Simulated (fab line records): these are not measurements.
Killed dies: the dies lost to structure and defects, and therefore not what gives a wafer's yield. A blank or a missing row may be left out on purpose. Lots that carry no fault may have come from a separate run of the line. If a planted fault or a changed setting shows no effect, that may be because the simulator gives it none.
Chamber matching || flow n5-finfet || N5_MOL_CONTACT_COAG_ALD_123 on ald-sin-03 has 4 sister chambers
The step deposits SiNx, target thk 5 nm, pulse time 1 s, purge time 2 s. 4 wafers are shown with their chamber, then 11 later ones without.

== WAFERS, EACH WITH ITS CHAMBER ==
{"wafer": "L084.6", "chamber": 1, "heater-power-w (W)": 852}
{"wafer": "L088.3", "chamber": 0, "heater-power-w (W)": 851}
{"wafer": "L088.6", "chamber": 2, "heater-power-w (W)": 950}
{"wafer": "L089.2", "chamber": 3, "heater-power-w (W)": 663}

== WAFERS WITHOUT THEIR CHAMBER ==
{"wafer": "L089.3", "heater-power-w (W)": 851}
{"wafer": "L089.5", "heater-power-w (W)": 864}
{"wafer": "L092.2", "heater-power-w (W)": 842}
{"wafer": "L092.3", "heater-power-w (W)": 669}
{"wafer": "L092.6", "heater-power-w (W)": 836}
{"wafer": "L093.1", "heater-power-w (W)": 840}
{"wafer": "L093.3", "heater-power-w (W)": 949}
{"wafer": "L093.5", "heater-power-w (W)": 848}
{"wafer": "L096.3", "heater-power-w (W)": 838}
{"wafer": "L096.4", "heater-power-w (W)": 850}
{"wafer": "L096.5", "heater-power-w (W)": 932}

== CHAMBER TAKEN BY EACH ==
{"wafer": "L089.3", "from the rows above": "can't be placed: 0 or 1", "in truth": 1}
{"wafer": "L089.5", "from the rows above": "can't be placed: 1 or 0", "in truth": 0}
{"wafer": "L092.2", "from the rows above": "can't be placed: 0 or 1", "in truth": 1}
{"wafer": "L092.3", "from the rows above": 3, "in truth": 3}
{"wafer": "L092.6", "from the rows above": "can't be placed: 0 or 1", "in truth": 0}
{"wafer": "L093.1", "from the rows above": "can't be placed: 0 or 1", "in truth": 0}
{"wafer": "L093.3", "from the rows above": 2, "in truth": 2}
{"wafer": "L093.5", "from the rows above": "can't be placed: 0 or 1", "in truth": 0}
{"wafer": "L096.3", "from the rows above": "can't be placed: 0 or 1", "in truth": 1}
{"wafer": "L096.4", "from the rows above": "can't be placed: 0 or 1", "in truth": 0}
{"wafer": "L096.5", "from the rows above": 2, "in truth": 2}
3 of 11 placed correctly. Unplaceable from these rows: 8, with the true chamber sitting among the candidates in 8. Placed wrongly: 0.
How it was worked out, from the rows above alone: a wafer's distance from a chamber is the root of the sum, over the readings, of the square of ((its reading less the chamber's mean) divided by the reading's scatter). The wafer belongs to the nearest chamber; if the next one is less than 2 further off, it can't be placed. A chamber's mean is the mean of its shown wafers. The scatter: with one shown wafer a chamber, the root of the mean of the squares of how far each hidden wafer lies from its nearest shown one.
